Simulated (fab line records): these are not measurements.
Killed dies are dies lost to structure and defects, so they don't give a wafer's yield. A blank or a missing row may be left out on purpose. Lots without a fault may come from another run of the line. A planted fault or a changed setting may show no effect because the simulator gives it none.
Split-lot study || flow n5 finfet || 21 wafers read from 7 lots, route of 1938 steps

## THE SPLIT
At N5_BEOL_M5_PECVD_70 (deposits SiO2 from TEOS/O2, target thk 16 nm, time 18 s), the setting time s was moved away from the recipe's 18 s on 5 of the 21 wafers read, by -10.7% to -6.9%. All remaining wafers had this setting at the recipe value.

The reading comes from the split's own step.

## THE READING
SiO2_of_BEOL_M5_PECVD_70.thk nm (the simulator's own value, which no gauge read), in nm, at N5_BEOL_M5_PECVD_70 (deposits SiO2 from TEOS/O2, target thk 16 nm, time 18 s). The file gives no usual value for it. Average 15.9 nm, standard deviation 0.21 nm, over the 16 wafers here run with the recipe.

{"wafer": "L074.1", "tool, chamber at the split": "pecvd-03, 0,2", "time s as run, s": 18, "against the recipe": "recipe", "SiO2_of_BEOL_M5_PECVD_70.thk nm, nm": 15.8, "against lot-mates on the recipe": "-"}
{"wafer": "L074.2", "tool, chamber at the split": "pecvd-03, 0,2", "time s as run, s": 18, "against the recipe": "recipe", "SiO2_of_BEOL_M5_PECVD_70.thk nm, nm": 15.8, "against lot-mates on the recipe": "-"}
{"wafer": "L074.4", "tool, chamber at the split": "pecvd-03, 2", "time s as run, s": 18, "against the recipe": "recipe", "SiO2_of_BEOL_M5_PECVD_70.thk nm, nm": 16, "against lot-mates on the recipe": "-"}
{"wafer": "L075.4", "tool, chamber at the split": "pecvd-04, 1,0", "time s as run, s": 18, "against the recipe": "recipe", "SiO2_of_BEOL_M5_PECVD_70.thk nm, nm": 16, "against lot-mates on the recipe": "-"}
{"wafer": "L075.6", "tool, chamber at the split": "pecvd-04, 1,0", "time s as run, s": 18, "against the recipe": "recipe", "SiO2_of_BEOL_M5_PECVD_70.thk nm, nm": 16, "against lot-mates on the recipe": "-"}
{"wafer": "L075.5", "tool, chamber at the split": "pecvd-04, 2", "time s as run, s": 18, "against the recipe": "recipe", "SiO2_of_BEOL_M5_PECVD_70.thk nm, nm": 16.4, "against lot-mates on the recipe": "-"}
{"wafer": "L078.1", "tool, chamber at the split": "pecvd-04, 0", "time s as run, s": 18, "against the recipe": "recipe", "SiO2_of_BEOL_M5_PECVD_70.thk nm, nm": 15.8, "against lot-mates on the recipe": "-"}
{"wafer": "L078.3", "tool, chamber at the split": "pecvd-04, 1", "time s as run, s": 16.52, "against the recipe": "-8.2%", "SiO2_of_BEOL_M5_PECVD_70.thk nm, nm": 14.6, "against lot-mates on the recipe": -1.2}
{"wafer": "L078.6", "tool, chamber at the split": "pecvd-04, 0", "time s as run, s": 16.52, "against the recipe": "-8.2%", "SiO2_of_BEOL_M5_PECVD_70.thk nm, nm": 14.8, "against lot-mates on the recipe": -1.0}
{"wafer": "L081.3", "tool, chamber at the split": "pecvd-04, 0", "time s as run, s": 18, "against the recipe": "recipe", "SiO2_of_BEOL_M5_PECVD_70.thk nm, nm": 16, "against lot-mates on the recipe": "-"}
{"wafer": "L081.4", "tool, chamber at the split": "pecvd-04, 0", "time s as run, s": 16.07, "against the recipe": "-10.7%", "SiO2_of_BEOL_M5_PECVD_70.thk nm, nm": 14.6, "against lot-mates on the recipe": -1.4}
{"wafer": "L081.5", "tool, chamber at the split": "pecvd-04, 2", "time s as run, s": 16.07, "against the recipe": "-10.7%", "SiO2_of_BEOL_M5_PECVD_70.thk nm, nm": 14.8, "against lot-mates on the recipe": -1.2}
{"wafer": "L089.2", "tool, chamber at the split": "pecvd-01, 1", "time s as run, s": 18, "against the recipe": "recipe", "SiO2_of_BEOL_M5_PECVD_70.thk nm, nm": 16, "against lot-mates on the recipe": "-"}
{"wafer": "L089.5", "tool, chamber at the split": "pecvd-01, 2,1", "time s as run, s": 18, "against the recipe": "recipe", "SiO2_of_BEOL_M5_PECVD_70.thk nm, nm": 16.2, "against lot-mates on the recipe": "-"}
{"wafer": "L089.6", "tool, chamber at the split": "pecvd-01, 2,1", "time s as run, s": 18, "against the recipe": "recipe", "SiO2_of_BEOL_M5_PECVD_70.thk nm, nm": 16.2, "against lot-mates on the recipe": "-"}
{"wafer": "L091.1", "tool, chamber at the split": "pecvd-04, 0", "time s as run, s": 18, "against the recipe": "recipe", "SiO2_of_BEOL_M5_PECVD_70.thk nm, nm": 15.8, "against lot-mates on the recipe": "-"}
{"wafer": "L091.3", "tool, chamber at the split": "pecvd-04, 1", "time s as run, s": 18, "against the recipe": "recipe", "SiO2_of_BEOL_M5_PECVD_70.thk nm, nm": 15.6, "against lot-mates on the recipe": "-"}
{"wafer": "L091.5", "tool, chamber at the split": "pecvd-04, 0", "time s as run, s": 16.76, "against the recipe": "-6.9%", "SiO2_of_BEOL_M5_PECVD_70.thk nm, nm": 14.8, "against lot-mates on the recipe": -0.9}
{"wafer": "L090.1", "tool, chamber at the split": "pecvd-03, 1,2", "time s as run, s": 18, "against the recipe": "recipe", "SiO2_of_BEOL_M5_PECVD_70.thk nm, nm": 15.8, "against lot-mates on the recipe": "-"}
{"wafer": "L090.4", "tool, chamber at the split": "pecvd-03, 1,2", "time s as run, s": 18, "against the recipe": "recipe", "SiO2_of_BEOL_M5_PECVD_70.thk nm, nm": 15.8, "against lot-mates on the recipe": "-"}
{"wafer": "L090.2", "tool, chamber at the split": "pecvd-03, 0", "time s as run, s": 18, "against the recipe": "recipe", "SiO2_of_BEOL_M5_PECVD_70.thk nm, nm": 15.6, "against lot-mates on the recipe": "-"}
The file does not say which wafer passed through which chamber wherever a row lists several chambers: such a row stands for several wafers.

THE FIT
A straight line over all 21 wafers: SiO2_of_BEOL_M5_PECVD_70.thk nm changes by +0.13 nm for each +1% of time s; r = +0.93; the points scatter about the line by 0.22 nm.
The same after taking each lot's own level away (the mean of its wafers on the recipe; 21 wafers): +0.126 nm for each +1%; r = +0.98; scatter 0.12 nm.
The reading moves by 1.4 nm for the largest change in time s, on that fit.
Measured against the standard deviation above, the lots' own levels, which go from 15.70 to 16.13 nm, span 2.1 times it.
So the lot-to-lot level changes the slope little: the two slopes agree.
Check: with one of the wafers moved furthest among these (-10.7%) left out of the fit, the line predicts -1.34 nm for it against its lot-mates. It came out at -1.4 nm against them.

## FURTHER SPLITS ON THESE WAFERS
Before the reading, these wafers also passed through other splits. Each is held against what the fit with the lots' levels taken away leaves over:
{"other split on the same wafers": "N5_BEOL_M2_COAT_73 temp c", "wafers away from the commonest value": 6, "r with SiO2_of_BEOL_M5_PECVD_70.thk nm (lot level and that fit taken away)": -0.02}
{"other split on the same wafers": "N5_BEOL_M3_VIA_ETCH_34 time s", "wafers away from the commonest value": 10, "r with SiO2_of_BEOL_M5_PECVD_70.thk nm (lot level and that fit taken away)": -0.27}
{"other split on the same wafers": "N5_BEOL_M3_TRENCH_ETCH_37 time s", "wafers away from the commonest value": 4, "r with SiO2_of_BEOL_M5_PECVD_70.thk nm (lot level and that fit taken away)": "+0.08"}
{"other split on the same wafers": "N5_BEOL_M4_EXPOSE_08 dose mj", "wafers away from the commonest value": 6, "r with SiO2_of_BEOL_M5_PECVD_70.thk nm (lot level and that fit taken away)": "+0.02"}
{"other split on the same wafers": "N5_BEOL_M5_ILD_DEP_00 time s", "wafers away from the commonest value": 6, "r with SiO2_of_BEOL_M5_PECVD_70.thk nm (lot level and that fit taken away)": "+0.00"}

## FILE'S OWN FIT
SiO2_of_BEOL_M5_PECVD_70.thk nm changes by +0.127 nm for each +1% of time s, r = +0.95.
